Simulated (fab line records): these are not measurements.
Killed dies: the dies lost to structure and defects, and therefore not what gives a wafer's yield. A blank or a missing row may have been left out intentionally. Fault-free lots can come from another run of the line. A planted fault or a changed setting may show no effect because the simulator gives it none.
fab line records | flow n5Finfet
[record] lots = 9 | wafers = 27 | lastDay = 18
route steps=1938 shown BEOL_M3@954 BEOL_M4@1111 PASSIVATION@1936
lots that met no fault: from a run of the same line without faults
startH: hours from the record's opening day to when the first of the lot's shown wafers began | waitH: hours since the lot's step before | " repeats the value in the row above | L1.1+2: a single row standing in for several wafers | - either no value or no given start | * or withheld: withheld | < > ~ a bound
route shown NAME@n: a module of which the file shows steps, and the number in the route of the first | usual: the fault-free wafers' mean and standard deviation | same: alike in all rows | chamber/n: place in a boat | sites: each site's reading | _std_site: standard deviation of those values | _edge_site: outer sites' mean less inner sites' | radiusMm: how far each site lies from the wafer's centre | mask NAME#n: copy n | behind: the tool/chamber that last shaped the wafer | hold: why the lot went on hold/how many hours it stayed there/how the hold came to an end | device: whichever transistor did not switch (one of n, p or np) | end of line: the same wafers' tests at the end of the route | a step without rows: its recipe alone | killed: the dies lost at the first sort to structure and to defects; this is not the yield of the wafer | map: a wafer's dies, x killed, . not, _ none there
set.NAME: the run value of the setting; set.NAME@STEP: its run value at that earlier step | model.NAME: the simulator's own value behind a step, which no gauge read
route steps across a sampled set of lots; one table per step, one row per wafer
services: a tool's chamber out of use, with start hour (startH, from the record's first day; less than 0 if before it), hours out, and reason
[[steps]]
[step N5_BEOL_M3_HM_OPEN_17]
[recipe] chemistry = Cl2/BCl3 | targetDepthA = 200 | overetchA = 60 | target = TiN | maskMaterial = SOC | ionEnergyEv = 150 | pressureMtorr = 10 | icpW = 1000 | biasW = 126 | Cl2_flow_sccm = 53.25 | bcl3FlowSccm = 21.75 | Ar_flow_sccm = 25
[usual] drypumpMotorCurrentA = 5.7/0.36 | mfcCl2Sccm = 53.25/0.16 | oesProductAu = 0.68/0.057 | throttleValvePct = 22.31/0.2
lot.wafer | tool        | chamber | startH | waitH | drypumpMotorCurrentA | mfcCl2Sccm | oesProductAu | rfHoursCounterH | throttleValvePct
L152.1    | rieMetal-02 | 0       | 140.96 | 0.0   | 5.2                  | 53.39      | 0.74         | 14              | 21.94
L152.4    | "           | 1       | "      | "     | 6.3                  | 53.49      | 0.73         | -               | 21.93
L152.5    | "           | 0       | "      | "     | 5.1                  | 53.35      | 0.74         | -               | 21.95
L155.2    | rieMetal-02 | 0       | 162.17 | 0.0   | 5.2                  | 53.36      | 0.74         | 16              | 21.95
L155.3    | "           | 1       | "      | "     | 6.3                  | 53.27      | 0.71         | -               | 21.94
L155.5    | "           | 1       | "      | "     | 6.3                  | 53.24      | 0.73         | -               | 21.93
L158.2    | rieMetal-01 | 1       | 179.72 | 0.1   | 5.7                  | 53.17      | 0.59         | -               | 22.37
L158.3    | "           | 1       | "      | "     | 5.7                  | 52.91      | 0.59         | -               | 22.36
L158.4    | "           | 1       | "      | "     | 5.7                  | 53.42      | 0.59         | -               | 22.38
L162.1    | rieMetal-01 | 1       | 208.86 | 0.0   | 5.8                  | 53.31      | 0.58         | 84              | 22.38
L162.5    | "           | 1       | "      | "     | 5.7                  | 53.24      | 0.59         | -               | 22.38
L162.6    | "           | 0       | "      | "     | 5.1                  | 53.40      | 0.81         | -               | 22.42
L164.1    | rieMetal-03 | 1       | 214.89 | 0.0   | 6.0                  | 53.18      | 0.69         | 26              | 22.50
L164.5    | "           | 1       | "      | "     | 6.0                  | 53.35      | 0.70         | -               | 22.50
L164.6    | "           | 0       | "      | "     | 5.5                  | 52.92      | 0.62         | -               | 22.34
L169.2    | rieMetal-02 | 1       | 251.17 | 0.0   | 6.3                  | 53.55      | 0.69         | 27              | 21.97
L169.3    | "           | 0       | "      | "     | 5.2                  | 53.27      | 0.71         | -               | 21.97
L169.5    | "           | 1       | "      | "     | 6.3                  | 53.43      | 0.69         | -               | 21.97
L171.1    | rieMetal-03 | 0       | 254.41 | 0.0   | 5.5                  | 53.09      | 0.62         | 59              | 22.34
L171.2    | "           | 1       | "      | "     | 6.0                  | 52.99      | 0.69         | 30              | 22.50
L171.5    | "           | 1       | "      | "     | 6.0                  | 53.24      | 0.69         | -               | 22.51
L172.2    | rieMetal-01 | 1       | 256.23 | 0.0   | 5.7                  | 53.13      | 0.57         | 89              | 22.41
L172.3    | "           | 0       | "      | "     | 5.1                  | 53.16      | 0.77         | -               | 22.45
L172.4    | "           | 1       | "      | "     | 5.7                  | 53.40      | 0.57         | -               | 22.40
L175.2    | rieMetal-03 | 0       | 282.17 | 0.0   | 5.5                  | 53.43      | 0.62         | 63              | 22.33
L175.3    | "           | 1       | "      | "     | 6.0                  | 53.40      | 0.69         | -               | 22.47
L175.5    | "           | 1       | "      | "     | 6.0                  | 53.46      | 0.69         | -               | 22.49
[step N5_BEOL_M3_TRENCH_ETCH_37]
[recipe] chemistry = C4F6/O2 | targetDepthA = 555.55 | target = SiOC | timeS = 29.2 | ionEnergyEv = 250 | pressureMtorr = 30 | sourceW = 355 | biasW = 185 | Ar_flow_sccm = 300 | C4F6_flow_sccm = 10 | O2_flow_sccm = 10
[usual] biasW = 185.0/0.56 | drypumpMotorCurrentA = 5.4/0.52 | oesProductAu = 0.74/0.055 | rfVppV = 663/7.6 | showerheadPlenumPTorr = 2.81/0.11 | throttleValvePct = 20.86/0.22
lot.wafer | tool       | chamber | startH | waitH | biasW | drypumpMotorCurrentA | oesProductAu | rfHoursCounterH | rfVppV | showerheadPlenumPTorr | throttleValvePct
L152.1    | rieDiel-02 | 1       | 148.29 | -     | 185.4 | 6.3                  | 0.79         | 140             | 660    | 2.73                  | 20.61
L152.4    | "          | 3       | "      | "     | 184.1 | 5.9                  | 0.78         | 129             | 669    | 2.86                  | 20.78
L152.5    | "          | 3       | "      | "     | 184.3 | 5.9                  | 0.79         | -               | 669    | 2.86                  | 20.79
L155.2    | rieDiel-01 | 0       | 167.36 | -     | 184.8 | 5.4                  | 0.79         | 104             | 658    | 2.65                  | 20.66
L155.3    | "          | 3       | "      | "     | 184.1 | 5.7                  | 0.70         | 231             | 663    | 2.82                  | 20.95
L155.5    | "          | 1       | "      | "     | 185.0 | 4.7                  | 0.71         | -               | 666    | 2.96                  | 21.15
L158.2    | rieDiel-01 | 1       | 181.37 | -     | 185.6 | 4.7                  | 0.72         | 190             | 667    | 2.96                  | 21.14
L158.3    | "          | 2       | "      | "     | 183.7 | 6.3                  | 0.73         | 158             | 665    | 2.83                  | 20.65
L158.4    | "          | 0       | "      | "     | 185.7 | 5.4                  | 0.80         | 108             | 659    | 2.65                  | 20.66
L162.1    | rieDiel-01 | 2       | 213.24 | -     | 192.9 | 6.3                  | 0.72         | 168             | 685    | 2.83                  | 20.68
L162.5    | "          | 0       | "      | "     | 191.4 | 5.4                  | 0.79         | -               | 678    | 2.65                  | 20.69
L162.6    | "          | 1       | "      | "     | 191.7 | 4.7                  | 0.71         | -               | 686    | 2.95                  | 21.17
L164.1    | rieDiel-01 | 0       | 228.68 | -     | 191.8 | 5.4                  | 0.78         | 123             | 677    | 2.64                  | 20.67
L164.5    | "          | 3       | "      | "     | 191.7 | 5.7                  | 0.69         | -               | 682    | 2.81                  | 20.98
L164.6    | "          | 2       | "      | "     | 192.5 | 6.3                  | 0.73         | -               | 685    | 2.83                  | 20.68
L169.2    | rieDiel-06 | 1       | 260.07 | -     | 184.9 | 5.0                  | 0.75         | 170             | 651    | 2.73                  | 20.90
L169.3    | "          | 0       | "      | "     | 185.3 | 5.5                  | 0.71         | 183             | 678    | 2.84                  | 21.25
L169.5    | "          | 2       | "      | "     | 186.1 | 5.0                  | 0.72         | -               | 650    | 2.73                  | 20.90
L171.1    | rieDiel-06 | 0       | 260.55 | -     | 185.1 | 5.5                  | 0.70         | 183             | 678    | 2.84                  | 21.26
L171.2    | "          | 2       | "      | "     | 184.7 | 5.0                  | 0.72         | 181             | 649    | 2.73                  | 20.92
L171.5    | "          | 0       | "      | "     | 184.4 | 5.5                  | 0.70         | -               | 677    | 2.84                  | 21.27
L172.2    | rieDiel-06 | 2       | 266.74 | -     | 185.9 | 5.0                  | 0.72         | 183             | 651    | 2.73                  | 20.91
L172.3    | "          | 0       | "      | "     | 184.6 | 5.6                  | 0.70         | 185             | 678    | 2.84                  | 21.27
L172.4    | "          | 2       | "      | "     | 185.3 | 5.0                  | 0.72         | -               | 649    | 2.73                  | 20.93
L175.2    | rieDiel-01 | 0       | 284.03 | -     | 184.0 | 5.4                  | 0.76         | 144             | 656    | 2.64                  | 20.72
L175.3    | "          | 2       | "      | "     | 185.8 | 6.3                  | 0.70         | 193             | 666    | 2.82                  | 20.70
L175.5    | "          | 0       | "      | "     | 185.1 | 5.4                  | 0.75         | -               | 659    | 2.64                  | 20.71
[step N5_BEOL_M3_ETCH_41]
[recipe] chemistry = CH3F/O2 | target = SiCN | targetDepthA = 299 | taperDeg = 2 | timeS = 52.5 | ionEnergyEv = 120 | maskMaterial = TiN | pressureMtorr = 30 | sourceW = 395 | biasW = 75 | Ar_flow_sccm = 150 | CH3F_flow_sccm = 30 | O2_flow_sccm = 20
[usual] biasW = 75.02/0.23 | drypumpMotorCurrentA = 5.4/0.52 | oesProductAu = 0.74/0.055 | rfVppV = 296.7/1.7 | showerheadPlenumPTorr = 1.97/0.077 | throttleValvePct = 16.33/0.21
lot.wafer | tool       | chamber | startH | waitH | biasW | drypumpMotorCurrentA | oesProductAu | rfHoursCounterH | rfVppV | showerheadPlenumPTorr | throttleValvePct
L152.1    | rieDiel-02 | 1       | -      | -     | 74.88 | 6.3                  | 0.77         | 140             | 295.9  | 1.92                  | 16.12
L152.4    | "          | 3       | "      | "     | 75.32 | 5.9                  | 0.78         | 129             | 297.2  | 2.01                  | 16.23
L152.5    | "          | 3       | "      | "     | 75.21 | 5.9                  | 0.78         | -               | 298.6  | 2.01                  | 16.25
L155.2    | rieDiel-01 | 0       | -      | -     | 74.87 | 5.4                  | 0.80         | 104             | 294.0  | 1.86                  | 16.12
L155.3    | "          | 3       | "      | "     | 75.14 | 5.8                  | 0.71         | 231             | 295.7  | 1.98                  | 16.44
L155.5    | "          | 1       | "      | "     | 75.36 | 4.7                  | 0.71         | -               | 298.8  | 2.08                  | 16.58
L158.2    | rieDiel-01 | 1       | -      | -     | 75.06 | 4.7                  | 0.71         | 190             | 298.4  | 2.08                  | 16.59
L158.3    | "          | 2       | "      | "     | 75.24 | 6.3                  | 0.74         | 158             | 299.0  | 1.99                  | 16.18
L158.4    | "          | 0       | "      | "     | 75.06 | 5.4                  | 0.80         | 108             | 295.0  | 1.86                  | 16.14
L162.1    | rieDiel-01 | 2       | -      | -     | 74.75 | 6.3                  | 0.72         | 168             | 297.5  | 1.99                  | 16.19
L162.5    | "          | 0       | "      | "     | 75.05 | 5.4                  | 0.78         | -               | 293.1  | 1.85                  | 16.14
L162.6    | "          | 1       | "      | "     | 74.87 | 4.7                  | 0.70         | -               | 299.3  | 2.08                  | 16.64
L164.1    | rieDiel-01 | 0       | -      | -     | 74.92 | 5.4                  | 0.77         | 123             | 294.1  | 1.85                  | 16.15
L164.5    | "          | 3       | "      | "     | 75.10 | 5.8                  | 0.68         | -               | 295.4  | 1.97                  | 16.46
L164.6    | "          | 2       | "      | "     | 75.08 | 6.3                  | 0.71         | -               | 297.5  | 1.99                  | 16.21
L169.2    | rieDiel-06 | 1       | -      | -     | 75.06 | 5.0                  | 0.74         | 170             | 295.2  | 1.91                  | 16.38
L169.3    | "          | 0       | "      | "     | 75.15 | 5.5                  | 0.70         | 183             | 297.3  | 1.99                  | 16.69
L169.5    | "          | 2       | "      | "     | 74.87 | 5.0                  | 0.71         | -               | 295.2  | 1.91                  | 16.38
L171.1    | rieDiel-06 | 0       | -      | -     | 75.44 | 5.5                  | 0.71         | 183             | 298.1  | 1.99                  | 16.66
L171.2    | "          | 2       | "      | "     | 74.93 | 5.0                  | 0.73         | 181             | 295.7  | 1.91                  | 16.38
L171.5    | "          | 0       | "      | "     | 75.00 | 5.5                  | 0.71         | -               | 296.5  | 1.99                  | 16.69
L172.2    | rieDiel-06 | 2       | -      | -     | 75.59 | 5.0                  | 0.72         | 183             | 296.7  | 1.91                  | 16.38
L172.3    | "          | 0       | "      | "     | 75.06 | 5.5                  | 0.70         | 185             | 296.9  | 1.99                  | 16.67
L172.4    | "          | 2       | "      | "     | 75.20 | 5.0                  | 0.72         | -               | 295.2  | 1.91                  | 16.38
L175.2    | rieDiel-01 | 0       | -      | -     | 75.32 | 5.4                  | 0.75         | 144             | 295.9  | 1.84                  | 16.20
L175.3    | "          | 2       | "      | "     | 75.38 | 6.3                  | 0.69         | 193             | 296.9  | 1.98                  | 16.23
L175.5    | "          | 0       | "      | "     | 75.34 | 5.4                  | 0.76         | -               | 294.3  | 1.84                  | 16.18
[step N5_BEOL_M3_CD_MEAS_35]
[recipe] targetCdNm = 18 | targetCdYNm = 21 | polarity = opening
[usual] cdNm = 18.10/0.26
lot.wafer | tool     | chamber | startH | waitH | cdNm
L152.1    | cdSem-03 | -       | 148.60 | 0.0   | 17.81
L152.4    | "        | -       | "      | "     | 17.56
L152.5    | "        | -       | "      | "     | 18.05
L155.2    | cdSem-03 | -       | 167.67 | 0.0   | 18.54
L155.3    | "        | -       | "      | "     | 18.48
L155.5    | "        | -       | "      | "     | 17.99
L158.2    | cdSem-01 | -       | 181.69 | 0.0   | 18.37
L158.3    | "        | -       | "      | "     | 18.20
L158.4    | "        | -       | "      | "     | 18.48
L162.1    | cdSem-01 | -       | 213.55 | 0.0   | 18.18
L162.5    | "        | -       | "      | "     | 17.92
L162.6    | "        | -       | "      | "     | 18.00
L164.1    | cdSem-01 | -       | 229.00 | 0.0   | 18.37
L164.5    | "        | -       | "      | "     | 17.58
L164.6    | "        | -       | "      | "     | 18.03
L169.2    | cdSem-01 | -       | 260.37 | 0.0   | 18.33
L169.3    | "        | -       | "      | "     | 18.26
L169.5    | "        | -       | "      | "     | 17.73
L171.1    | cdSem-01 | -       | 260.86 | 0.0   | 17.98
L171.2    | "        | -       | "      | "     | 17.52
L171.5    | "        | -       | "      | "     | 18.28
L172.2    | cdSem-01 | -       | 267.06 | 0.0   | 17.92
L172.3    | "        | -       | "      | "     | 18.08
L172.4    | "        | -       | "      | "     | 17.92
L175.2    | cdSem-03 | -       | 284.35 | 0.0   | 18.24
L175.3    | "        | -       | "      | "     | 17.96
L175.5    | "        | -       | "      | "     | 17.89
[step N5_BEOL_M4_RC_MEAS_101]
[usual] DIBL_N = 36.5/1.4 | DIBL_P = 36.9/1.7 | IOFF_N = 0.163/0.023 | IOFF_P = 0.22/0.032 | ION_N = 673/9 | ION_P = 462/7.5 | SS_N = 71.6/0.54 | SS_P = 73.4/0.62 | VT_N = 249.8/2.8 | VT_P = -250/3.5
lot.wafer | tool      | chamber | startH | waitH | DIBL_N[mV/V] | DIBL_P[mV/V] | IOFF_N[nA/um] | IOFF_P[nA/um] | ION_N[uA/um] | ION_P[uA/um] | SS_N[mV/dec] | SS_P[mV/dec] | VT_N[mV] | VT_P[mV]
L152.1    | prober-02 | 0       | 164.82 | 0.0   | 35.6         | 35.4         | 0.143         | 0.19          | 663          | 459          | 71.8         | 73.3         | 252.3    | -255
L152.4    | "         | 0       | "      | "     | 36.6         | 36.4         | 0.167         | 0.20          | 665          | 450          | 72.1         | 73.2         | 249.5    | -253
L152.5    | "         | 0       | "      | "     | 35.5         | 35.4         | 0.149         | 0.19          | 674          | 461          | 71.7         | 72.7         | 251.7    | -255
L155.2    | prober-01 | 0       | 186.04 | 0.2   | 36.1         | 37.5         | 0.159         | 0.23          | 674          | 469          | 71.1         | 73.0         | 248.9    | -247
L155.3    | "         | 0       | "      | "     | 37.7         | 39.1         | 0.190         | 0.27          | 678          | 469          | 71.6         | 73.6         | 249.7    | -248
L155.5    | "         | 0       | "      | "     | 35.5         | 36.7         | 0.152         | 0.22          | 677          | 471          | 71.4         | 73.6         | 253.0    | -252
L158.2    | prober-01 | 0       | 197.64 | 0.2   | 35.7         | 35.3         | 0.135         | 0.19          | 663          | 459          | 71.3         | 73.8         | 253.6    | -253
L158.3    | "         | 0       | "      | "     | 37.9         | 38.6         | 0.182         | 0.24          | 680          | 464          | 71.5         | 74.6         | 247.2    | -248
L158.4    | "         | 0       | "      | "     | 37.6         | 37.6         | 0.172         | 0.22          | 689          | 470          | 71.0         | 74.1         | 249.3    | -251
L162.1    | prober-02 | 0       | 233.35 | 0.0   | 36.8         | 36.6         | 0.161         | 0.23          | 678          | 466          | 71.1         | 73.2         | 252.8    | -248
L162.5    | "         | 0       | "      | "     | 34.4         | 33.9         | 0.132         | 0.19          | 672          | 465          | 70.5         | 72.3         | 252.3    | -247
L162.6    | "         | 0       | "      | "     | 36.3         | 36.0         | 0.153         | 0.23          | 672          | 460          | 71.6         | 73.4         | 251.1    | -249
L164.1    | prober-02 | 0       | 245.61 | 0.0   | 37.6         | 38.3         | 0.190         | 0.26          | 675          | 466          | 71.9         | 73.5         | 247.7    | -248
L164.5    | "         | 0       | "      | "     | 35.4         | 34.8         | 0.134         | 0.19          | 655          | 447          | 70.7         | 72.7         | 255.9    | -253
L164.6    | "         | 0       | "      | "     | 36.4         | 36.9         | 0.165         | 0.23          | 686          | 467          | 71.2         | 73.6         | 248.5    | -251
L169.2    | prober-02 | 0       | 276.68 | 0.2   | 36.8         | 38.5         | 0.174         | 0.21          | 686          | 462          | 71.9         | 73.5         | 247.8    | -251
L169.3    | "         | 0       | "      | "     | 36.8         | 38.7         | 0.182         | 0.24          | 684          | 470          | 71.7         | 73.6         | 248.8    | -248
L169.5    | "         | 0       | "      | "     | 37.8         | 40.1         | 0.198         | 0.25          | 688          | 467          | 72.4         | 73.6         | 244.6    | -246
L171.1    | prober-01 | 0       | 277.93 | 0.0   | 33.6         | 35.0         | 0.123         | 0.19          | 658          | 461          | 70.9         | 72.6         | 255.1    | -251
L171.2    | "         | 0       | "      | "     | 35.3         | 36.8         | 0.146         | 0.21          | 678          | 464          | 71.4         | 73.4         | 253.1    | -252
L171.5    | "         | 0       | "      | "     | 33.0         | 34.3         | 0.114         | 0.18          | 657          | 461          | 71.1         | 73.1         | 255.0    | -256
L172.2    | prober-02 | 0       | 282.28 | 0.2   | 37.8         | 39.6         | 0.191         | 0.22          | 679          | 457          | 71.9         | 74.2         | 247.5    | -252
L172.3    | "         | 0       | "      | "     | 35.1         | 36.1         | 0.142         | 0.17          | 671          | 448          | 71.0         | 73.7         | 251.1    | -258
L172.4    | "         | 0       | "      | "     | 34.4         | 35.9         | 0.128         | 0.17          | 656          | 454          | 70.8         | 73.8         | 255.7    | -254
L175.2    | prober-02 | 0       | 303.82 | 0.2   | 37.3         | 36.0         | 0.184         | 0.25          | 675          | 464          | 71.8         | 73.7         | 246.7    | -246
L175.3    | "         | 0       | "      | "     | 38.3         | 37.0         | 0.213         | 0.29          | 673          | 460          | 71.7         | 74.9         | 245.4    | -246
L175.5    | "         | 0       | "      | "     | 37.7         | 35.6         | 0.183         | 0.25          | 673          | 462          | 72.7         | 74.1         | 249.9    | -247
[step N5_PASSIVATION_PROBE_49]
[usual] defectLimitedYield = 91.2/1.4 | killed_at_M0_to_M3 = 35/11 | killed_at_M4_up = 12/4.2 | killedAtContacts = 13/5.6 | killedAtFrontEnd = 40/12 | killedAtOther = 3.3/2.6 | killedDies = 103/17 | killedOnRim = 14/4.5 | killedOpen = 68/12 | killedShort = 34/7.6 | sort_bin_5_function = 5.1/0.95 | sort_bin_6_memory = 3.3/0.68 | sortNPass = 1077/17 | sortYieldPct = 91.2/1.4
[same] grossDies = 1180 | killedAtBackSide = 0 | sort_bin_4_leakage[%] = 0 | sort_bin_8_speed[%] = 0
lot.wafer | tool      | chamber | startH | waitH | defectLimitedYield[%] | killed_at_M0_to_M3 | killed_at_M4_up | killedAtContacts | killedAtFrontEnd | killedAtOther | killedDies | killedOnRim | killedOpen | killedShort | sort_bin_5_function[%] | sort_bin_6_memory[%] | sortNPass | sortYieldPct[%]
L155.2    | prober-01 | -       | 286.77 | 0.1   | 91.7                  | 35                 | 6               | 17               | 39               | 1             | 98         | 11          | 64         | 32          | 4.7                    | 3.1                  | 1082      | 91.7
L155.3    | prober-01 | -       | 286.82 | 0.1   | 88.3                  | 58                 | 12              | 8                | 59               | 1             | 138        | 22          | 83         | 54          | 6.0                    | 4.7                  | 1042      | 88.3
L155.5    | prober-01 | -       | 286.92 | 0.2   | 90.3                  | 41                 | 13              | 6                | 54               | 1             | 115        | 13          | 85         | 28          | 5.8                    | 3.8                  | 1065      | 90.3
L158.2    | prober-01 | -       | 309.96 | 0.1   | 91.7                  | 25                 | 10              | 16               | 44               | 3             | 98         | 15          | 65         | 29          | 5.1                    | 2.9                  | 1082      | 91.7
L158.3    | prober-01 | -       | 310.01 | 0.1   | 89.9                  | 26                 | 15              | 8                | 69               | 1             | 119        | 11          | 67         | 52          | 5.8                    | 4.2                  | 1061      | 89.9
L158.4    | prober-01 | -       | 310.06 | 0.2   | 92.3                  | 37                 | 10              | 10               | 32               | 2             | 91         | 16          | 55         | 33          | 3.9                    | 3.1                  | 1089      | 92.3
L162.1    | prober-01 | -       | 324.92 | 0.0   | 91.9                  | 34                 | 6               | 15               | 38               | 3             | 96         | 16          | 61         | 33          | 4.7                    | 2.8                  | 1084      | 91.9
L162.5    | prober-01 | -       | 325.12 | 0.2   | 91.4                  | 39                 | 14              | 16               | 31               | 2             | 102        | 11          | 67         | 31          | 5.4                    | 2.5                  | 1078      | 91.4
L162.6    | prober-01 | -       | 325.17 | 0.3   | 91.1                  | 35                 | 9               | 12               | 45               | 4             | 105        | 13          | 79         | 26          | 5.1                    | 3.7                  | 1075      | 91.1
// killed by level:class
L155.2 MOL_CONTACT_COAG:geometricParticle:open=15 STI_FIN_REVEAL:geometricParticle:open=9 BEOL_M0_SAQP:geometricParticle:open=9 BEOL_M0_SAQP:geometricParticle:short=7 FIN_SAQP:geometricParticle:open=6 FIN_SAQP:geometricParticle:short=6 BEOL_M2:geometricParticle:open=6 BEOL_M1:geometricParticle:open=5
L155.3 BEOL_M0_SAQP:geometricParticle:short=20 BEOL_M0_SAQP:geometricParticle:open=15 FIN_SAQP:geometricParticle:short=13 DUMMY_GATE:geometricParticle:open=11 FIN_SAQP:geometricParticle:open=9 STI_FIN_REVEAL:geometricParticle:open=9 BEOL_M3:geometricParticle:open=9 BEOL_M1:geometricParticle:open=7
L155.5 FIN_SAQP:geometricParticle:open=21 BEOL_M0_SAQP:geometricParticle:open=11 FIN_SAQP:geometricParticle:short=10 BEOL_M0_SAQP:geometricParticle:short=9 BEOL_M2:geometricParticle:open=8 BEOL_M4:geometricParticle:open=7 STI_FIN_REVEAL:geometricParticle:open=6 BEOL_M1:geometricParticle:open=6
L158.2 MOL_CONTACT_COAG:geometricParticle:open=13 FIN_SAQP:geometricParticle:open=10 BEOL_M3:geometricParticle:open=10 FIN_SAQP:geometricParticle:short=6 STI_FIN_REVEAL:geometricParticle:open=6 BEOL_M2:geometricParticle:open=5 GATE_CUT:geometricParticle:short=4 BEOL_M0_SAQP:geometricParticle:open=4
L158.3 FIN_SAQP:geometricParticle:short=20 FIN_SAQP:geometricParticle:open=16 BEOL_M0_SAQP:geometricParticle:open=10 STARTING-WAFER:geometricParticle:short=8 BEOL_M0_SAQP:geometricParticle:short=7 STARTING-WAFER:geometricParticle:open=7 MOL_CONTACT_COAG:geometricParticle:open=6 BEOL_M4:geometricParticle:open=5
L158.4 MOL_CONTACT_COAG:geometricParticle:open=10 BEOL_M0_SAQP:geometricParticle:short=9 BEOL_M4:geometricParticle:open=9 FIN_SAQP:geometricParticle:short=7 BEOL_M2:geometricParticle:open=6 BEOL_M3:geometricParticle:open=6 DUMMY_GATE:geometricParticle:open=5 BEOL_M1:geometricParticle:open=5
L162.1 MOL_CONTACT_COAG:geometricParticle:open=11 STI_FIN_REVEAL:geometricParticle:open=9 BEOL_M0_SAQP:geometricParticle:open=7 FIN_SAQP:geometricParticle:open=6 BEOL_M0_SAQP:geometricParticle:short=6 BEOL_M3:geometricParticle:open=6 BEOL_M1:geometricParticle:open=5 FIN_SAQP:geometricParticle:short=4
L162.5 STI_FIN_REVEAL:geometricParticle:open=10 MOL_CONTACT_COAG:geometricParticle:open=9 BEOL_M4:geometricParticle:open=8 BEOL_M0_SAQP:geometricParticle:open=8 MOL_CONTACT_COAG:geometricParticle:short=6 BEOL_M0_SAQP:geometricParticle:short=6 BEOL_M2:geometricParticle:open=6 BEOL_M3:geometricParticle:open=6
L162.6 BEOL_M0_SAQP:geometricParticle:open=16 STI_FIN_REVEAL:geometricParticle:open=13 MOL_CONTACT_COAG:geometricParticle:open=10 FIN_SAQP:geometricParticle:open=9 STARTING-WAFER:geometricParticle:short=6 BEOL_M0_SAQP:geometricParticle:short=5 BEOL_M2:geometricParticle:open=5 BEOL_M1:geometricParticle:open=4
[[services]]
tool        | chamber | startH | hours | kind
rieDiel-02  | 3       | 125.78 | 8.9   | repair
rieDiel-06  | 0       | 161.86 | 8.2   | repair
rieMetal-01 | 0       | 170.61 | 11.9  | repair
rieMetal-02 | 1       | 187.87 | 1.7   | repair
rieMetal-03 | 0       | 215.64 | 3.2   | repair
rieMetal-02 | 0       | 223.35 | 4.1   | repair
rieMetal-03 | 0       | 224.56 | 9.9   | repair
rieDiel-01  | 2       | 235.65 | 2.4   | repair
rieDiel-01  | 3       | 236.99 | 5.4   | repair
rieDiel-01  | 3       | 242.70 | -     | clean
rieDiel-01  | 3       | 242.70 | -     | consumableReplace:esc
rieDiel-01  | 3       | 242.70 | -     | consumableReplace:focusRing
rieDiel-01  | 3       | 242.70 | 18.6  | scheduledDown
rieDiel-01  | 3       | 242.70 | 18.6  | ventCycle
rieDiel-06  | 3       | 247.21 | -     | clean
rieDiel-06  | 3       | 247.21 | -     | consumableReplace:focusRing
rieDiel-06  | 3       | 247.21 | -     | consumableReplace:showerhead
rieDiel-06  | 3       | 247.21 | 23.3  | scheduledDown
rieMetal-02 | 0       | 258.04 | 13.5  | repair
rieMetal-01 | 0       | 262.30 | 15.0  | repair
rieMetal-02 | 1       | 266.37 | 16.0  | repair
rieMetal-03 | -       | 271.82 | 0.6   | repair
rieDiel-01  | 0       | 277.94 | 1.8   | repair
rieDiel-01  | 3       | 279.67 | 7.2   | repair
[[key]]
[firstSign] step = N5_BEOL_M3_TRENCH_ETCH_37 | reading = biasW | direction = up | sigmas = 13 | usual = * | struck = *
[effect] step = N5_BEOL_M3_TRENCH_ETCH_37 | reading = rfVppV | direction = up | sigmas = 2.5 | usual = 663 | struck = 682
metAt N5_BEOL_M3_TRENCH_ETCH_37
struckLots L162,L164
notActingAt N5_BEOL_M3_HM_OPEN_17,N5_BEOL_M3_ETCH_41,N5_BEOL_M3_CD_MEAS_35
onsetBetween 181.37 213.24
[fault] kind = processParameterDrift | tool = rieDiel-01 | chamber = - | onsetH = 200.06 | steps = N5_BEOL_M3_TRENCH_ETCH_37 | channel = biasW | offset = * | shape = step | endH = 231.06 | actsIn = * | stated = *
